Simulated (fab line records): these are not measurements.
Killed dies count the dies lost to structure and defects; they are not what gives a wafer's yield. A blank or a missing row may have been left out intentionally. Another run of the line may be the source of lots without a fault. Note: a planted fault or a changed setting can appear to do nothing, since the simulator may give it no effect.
Matching of chambers	flow nandHarc	rieDiel-10 running NHARC_P_GATE_DESCUM_93: 4 sister chambers
The step chemistry O2, time 3 s. 4 wafers are shown with their chamber, then 9 later ones without.

EACH WAFER AND ITS CHAMBER
wafer	chamber	drypumpMotorCurrentA (A)
L088.5	1	5.0
L089.1	3	5.7
L089.4	0	6.2
L089.5	2	6.1

WAFERS WITH NO CHAMBER GIVEN
wafer	drypumpMotorCurrentA (A)
L090.1	5.7
L090.2	6.2
L090.5	5.0
L091.1	5.8
L091.5	5.7
L091.6	6.2
L092.1	5.8
L092.2	6.2
L092.5	6.1

WHICH CHAMBER EACH WENT THROUGH
wafer	from the rows above	in truth
L090.1	3	3
L090.2	0	0
L090.5	1	1
L091.1	3	3
L091.5	3	3
L091.6	0	0
L092.1	3	3
L092.2	0	0
L092.5	2	2
Placed correctly: 9 of 9. Not placeable from these rows: 0. Wrongly placed: 0.
How it was worked out, from the rows above alone: a wafer's distance from a chamber is the root of the sum, over the readings, of the square of ((its reading less the chamber's mean) divided by the reading's scatter). If the next closest chamber is less than 2 further off than the closest, the wafer can't be placed; otherwise it belongs to the closest. The mean given for a chamber averages the wafers shown for that chamber. The scatter: root of mean squared gap, hidden wafer to nearest shown wafer, with one shown wafer a chamber.
